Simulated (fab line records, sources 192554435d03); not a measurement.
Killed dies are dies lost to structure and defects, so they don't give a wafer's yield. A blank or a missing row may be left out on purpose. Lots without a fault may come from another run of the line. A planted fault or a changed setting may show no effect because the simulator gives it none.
Chamber matching | flow n5_finfet | N5_FIN_SAQP_SPACER1_ALD_24 on ald_sin-02: 4 sister chambers
The step deposits SiO2, target thk 20.3 nm, pulse time 1 s, purge time 2 s. 4 wafers are shown with their chamber, then 8 later ones without.

WAFERS WITH THEIR CHAMBER
wafer  | chamber | heater_power_w (W)
L082.4 | 0       | 547
L082.5 | 3       | 462
L084.3 | 2       | 463
L090.1 | 1       | 420

WAFERS WITHOUT THEIR CHAMBER
wafer  | heater_power_w (W)
L090.4 | 462
L090.5 | 555
L091.2 | 446
L091.3 | 556
L091.5 | 412
L094.3 | 543
L094.4 | 465
L094.6 | 431

WHICH CHAMBER EACH WENT THROUGH
wafer  | from the rows above          | in truth
L090.4 | can't be placed: 3 or 2      | 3
L090.5 | 0                            | 0
L091.2 | can't be placed: 3 or 2 or 1 | 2
L091.3 | 0                            | 0
L091.5 | 1                            | 1
L094.3 | 0                            | 0
L094.4 | can't be placed: 2 or 3      | 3
L094.6 | 1                            | 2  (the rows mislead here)
Placed correctly: 4 of 8. Can't be placed from these rows: 3 (the true chamber is among the candidates in 3). Placed wrongly: 1.
How it was worked out, from the rows above alone: a wafer's distance from a chamber is the root of the sum, over the readings, of the square of ((its reading less the chamber's mean) divided by the reading's scatter). The wafer belongs to the nearest chamber; if the next one is less than 2 further off, it can't be placed. A chamber's mean is the mean of its shown wafers. The scatter: with one shown wafer a chamber, the root of the mean of the squares of how far each hidden wafer lies from its nearest shown one.
